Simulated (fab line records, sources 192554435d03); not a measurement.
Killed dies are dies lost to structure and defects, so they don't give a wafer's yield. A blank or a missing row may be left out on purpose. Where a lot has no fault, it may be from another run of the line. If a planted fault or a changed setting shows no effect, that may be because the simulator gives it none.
Chamber matching / flow n5-finfet / rie-diel-02 running N5_BEOL_M4_STRIP_19: 4 sister chambers
The step strips in O2. 22 wafers are shown with their chamber, then 11 later ones without.

== WAFERS, EACH WITH ITS CHAMBER ==
wafer=L076.1; chamber=1; drypump-motor-current-A (A)=6.3; showerhead-plenum-p-Torr (Torr)=2.13; oes-product-au (a.u.)=0.84
wafer=L076.3; chamber=2; drypump-motor-current-A (A)=5.9; showerhead-plenum-p-Torr (Torr)=2.06; oes-product-au (a.u.)=0.70
wafer=L076.6; chamber=2; drypump-motor-current-A (A)=5.8; showerhead-plenum-p-Torr (Torr)=2.06; oes-product-au (a.u.)=0.71
wafer=L083.1; chamber=3; drypump-motor-current-A (A)=6.8; showerhead-plenum-p-Torr (Torr)=2.05; oes-product-au (a.u.)=0.68
wafer=L083.5; chamber=1; drypump-motor-current-A (A)=6.3; showerhead-plenum-p-Torr (Torr)=2.13; oes-product-au (a.u.)=0.83
wafer=L083.6; chamber=2; drypump-motor-current-A (A)=5.9; showerhead-plenum-p-Torr (Torr)=2.06; oes-product-au (a.u.)=0.69
wafer=L086.1; chamber=0; drypump-motor-current-A (A)=5.8; showerhead-plenum-p-Torr (Torr)=2.01; oes-product-au (a.u.)=0.69
wafer=L086.3; chamber=1; drypump-motor-current-A (A)=6.3; showerhead-plenum-p-Torr (Torr)=2.12; oes-product-au (a.u.)=0.82
wafer=L086.6; chamber=1; drypump-motor-current-A (A)=6.3; showerhead-plenum-p-Torr (Torr)=2.12; oes-product-au (a.u.)=0.81
wafer=L087.2; chamber=0; drypump-motor-current-A (A)=5.8; showerhead-plenum-p-Torr (Torr)=2.01; oes-product-au (a.u.)=0.69
wafer=L087.5; chamber=0; drypump-motor-current-A (A)=5.8; showerhead-plenum-p-Torr (Torr)=2.01; oes-product-au (a.u.)=0.70
wafer=L087.6; chamber=1; drypump-motor-current-A (A)=6.3; showerhead-plenum-p-Torr (Torr)=2.12; oes-product-au (a.u.)=0.82
wafer=L088.1; chamber=3; drypump-motor-current-A (A)=6.8; showerhead-plenum-p-Torr (Torr)=2.04; oes-product-au (a.u.)=0.99
wafer=L088.4; chamber=0; drypump-motor-current-A (A)=5.8; showerhead-plenum-p-Torr (Torr)=2.01; oes-product-au (a.u.)=0.69
wafer=L088.5; chamber=1; drypump-motor-current-A (A)=6.3; showerhead-plenum-p-Torr (Torr)=2.12; oes-product-au (a.u.)=0.80
wafer=L091.2; chamber=2; drypump-motor-current-A (A)=5.9; showerhead-plenum-p-Torr (Torr)=2.05; oes-product-au (a.u.)=0.96
wafer=L091.3; chamber=0; drypump-motor-current-A (A)=5.8; showerhead-plenum-p-Torr (Torr)=2.01; oes-product-au (a.u.)=0.69
wafer=L091.5; chamber=3; drypump-motor-current-A (A)=6.8; showerhead-plenum-p-Torr (Torr)=2.04; oes-product-au (a.u.)=0.98
wafer=L089.1; chamber=1; drypump-motor-current-A (A)=6.3; showerhead-plenum-p-Torr (Torr)=2.12; oes-product-au (a.u.)=0.80
wafer=L089.4; chamber=0; drypump-motor-current-A (A)=5.8; showerhead-plenum-p-Torr (Torr)=2.01; oes-product-au (a.u.)=0.69
wafer=L089.6; chamber=1; drypump-motor-current-A (A)=6.3; showerhead-plenum-p-Torr (Torr)=2.12; oes-product-au (a.u.)=0.81
wafer=L090.3; chamber=2; drypump-motor-current-A (A)=5.9; showerhead-plenum-p-Torr (Torr)=2.05; oes-product-au (a.u.)=0.96

SIGNATURES (means of the wafers above)
reading=drypump-motor-current-A; chamber 0=5.800; chamber 1=6.300; chamber 2=5.880; chamber 3=6.800; scatter within a chamber=0.0211
reading=showerhead-plenum-p-Torr; chamber 0=2.0100; chamber 1=2.1225; chamber 2=2.0560; chamber 3=2.0433; scatter within a chamber=0.00432
reading=oes-product-au; chamber 0=0.6917; chamber 1=0.8163; chamber 2=0.8040; chamber 3=0.8833; scatter within a chamber=0.0897
Rule: for each reading, subtract the chamber's mean from the wafer's reading, divide by that reading's scatter and square the result; add these up over the readings and take the root, which gives the wafer's distance from the chamber. If the next closest chamber is less than 2 further off than the closest, the wafer can't be placed; otherwise it belongs to the closest. The scatter: take each reading less its chamber's mean, square it, sum over the shown wafers, divide by the number of wafers less the number of chambers, and take the root.

== WAFERS WHOSE CHAMBER IS MISSING ==
wafer=L090.4; drypump-motor-current-A (A)=6.3; showerhead-plenum-p-Torr (Torr)=2.12; oes-product-au (a.u.)=0.81
wafer=L090.6; drypump-motor-current-A (A)=6.8; showerhead-plenum-p-Torr (Torr)=2.04; oes-product-au (a.u.)=0.96
wafer=L093.3; drypump-motor-current-A (A)=5.9; showerhead-plenum-p-Torr (Torr)=2.05; oes-product-au (a.u.)=0.95
wafer=L093.5; drypump-motor-current-A (A)=5.8; showerhead-plenum-p-Torr (Torr)=2.01; oes-product-au (a.u.)=0.68
wafer=L093.6; drypump-motor-current-A (A)=6.3; showerhead-plenum-p-Torr (Torr)=2.12; oes-product-au (a.u.)=0.80
wafer=L092.1; drypump-motor-current-A (A)=5.9; showerhead-plenum-p-Torr (Torr)=2.05; oes-product-au (a.u.)=0.95
wafer=L092.2; drypump-motor-current-A (A)=5.7; showerhead-plenum-p-Torr (Torr)=2.01; oes-product-au (a.u.)=0.68
wafer=L092.5; drypump-motor-current-A (A)=5.8; showerhead-plenum-p-Torr (Torr)=2.05; oes-product-au (a.u.)=0.95
wafer=L096.4; drypump-motor-current-A (A)=6.3; showerhead-plenum-p-Torr (Torr)=2.12; oes-product-au (a.u.)=0.78
wafer=L096.5; drypump-motor-current-A (A)=5.8; showerhead-plenum-p-Torr (Torr)=2.05; oes-product-au (a.u.)=0.93
wafer=L096.6; drypump-motor-current-A (A)=6.3; showerhead-plenum-p-Torr (Torr)=2.12; oes-product-au (a.u.)=0.78

== CHAMBER TAKEN BY EACH ==
wafer=L090.4; from the rows above=1; in truth=1
wafer=L090.6; from the rows above=3; in truth=3
wafer=L093.3; from the rows above=2; in truth=2
wafer=L093.5; from the rows above=0; in truth=0
wafer=L093.6; from the rows above=1; in truth=1
wafer=L092.1; from the rows above=2; in truth=2
wafer=L092.2; from the rows above=0; in truth=0
wafer=L092.5; from the rows above=2; in truth=2
wafer=L096.4; from the rows above=1; in truth=1
wafer=L096.5; from the rows above=2; in truth=2
wafer=L096.6; from the rows above=1; in truth=1
Correct placement for 11 of the 11. Not placeable from these rows: 0. Number placed wrongly: 0.
